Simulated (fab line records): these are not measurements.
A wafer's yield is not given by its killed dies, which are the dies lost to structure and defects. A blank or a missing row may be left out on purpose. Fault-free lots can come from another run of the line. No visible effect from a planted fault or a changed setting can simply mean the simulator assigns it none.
Matching of chambers || flow nand harc || NHARC_A_WL_FILL_ALD_19 on ald metal-04 has 4 sister chambers
The step deposits TiN, target thk 2 nm, pulse time 3 s, ald cycles 100. 4 wafers are shown with their chamber, then 12 later ones without.

== WAFERS, EACH WITH ITS CHAMBER ==
{"wafer": "L085.1", "chamber": 0, "heater power w (W)": 1058}
{"wafer": "L091.3", "chamber": 1, "heater power w (W)": 1000}
{"wafer": "L091.5", "chamber": 2, "heater power w (W)": 908}
{"wafer": "L091.6", "chamber": 3, "heater power w (W)": 1071}

== WAFERS WHOSE CHAMBER IS MISSING ==
{"wafer": "L093.2", "heater power w (W)": 1067}
{"wafer": "L093.4", "heater power w (W)": 926}
{"wafer": "L093.6", "heater power w (W)": 1054}
{"wafer": "L090.1", "heater power w (W)": 978}
{"wafer": "L090.2", "heater power w (W)": 1057}
{"wafer": "L090.3", "heater power w (W)": 1062}
{"wafer": "L090.4", "heater power w (W)": 924}
{"wafer": "L090.5", "heater power w (W)": 1000}
{"wafer": "L090.6", "heater power w (W)": 928}
{"wafer": "L092.1", "heater power w (W)": 992}
{"wafer": "L092.3", "heater power w (W)": 887}
{"wafer": "L092.4", "heater power w (W)": 1058}

== THE CHAMBER EACH PASSED THROUGH ==
{"wafer": "L093.2", "from the rows above": "can't be placed: 3 or 0", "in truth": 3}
{"wafer": "L093.4", "from the rows above": 2, "in truth": 2}
{"wafer": "L093.6", "from the rows above": "can't be placed: 0 or 3", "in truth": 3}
{"wafer": "L090.1", "from the rows above": 1, "in truth": 1}
{"wafer": "L090.2", "from the rows above": "can't be placed: 0 or 3", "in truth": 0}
{"wafer": "L090.3", "from the rows above": "can't be placed: 0 or 3", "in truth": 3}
{"wafer": "L090.4", "from the rows above": 2, "in truth": 2}
{"wafer": "L090.5", "from the rows above": 1, "in truth": 1}
{"wafer": "L090.6", "from the rows above": 2, "in truth": 2}
{"wafer": "L092.1", "from the rows above": 1, "in truth": 1}
{"wafer": "L092.3", "from the rows above": 2, "in truth": 2}
{"wafer": "L092.4", "from the rows above": "can't be placed: 0 or 3", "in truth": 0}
7 of 12 placed correctly. Cannot be placed on the basis of these rows: 5; the candidates contain the true chamber in 5. Wrongly placed: 0.
How it was worked out, from the rows above alone: a wafer's distance from a chamber is the root of the sum, over the readings, of the square of ((its reading less the chamber's mean) divided by the reading's scatter). If the next closest chamber is less than 2 further off than the closest, the wafer can't be placed; otherwise it belongs to the closest. The mean given for a chamber averages the wafers shown for that chamber. The scatter (one wafer shown for each chamber): square how far every hidden wafer sits from the nearest shown wafer, average those squares and take the square root.
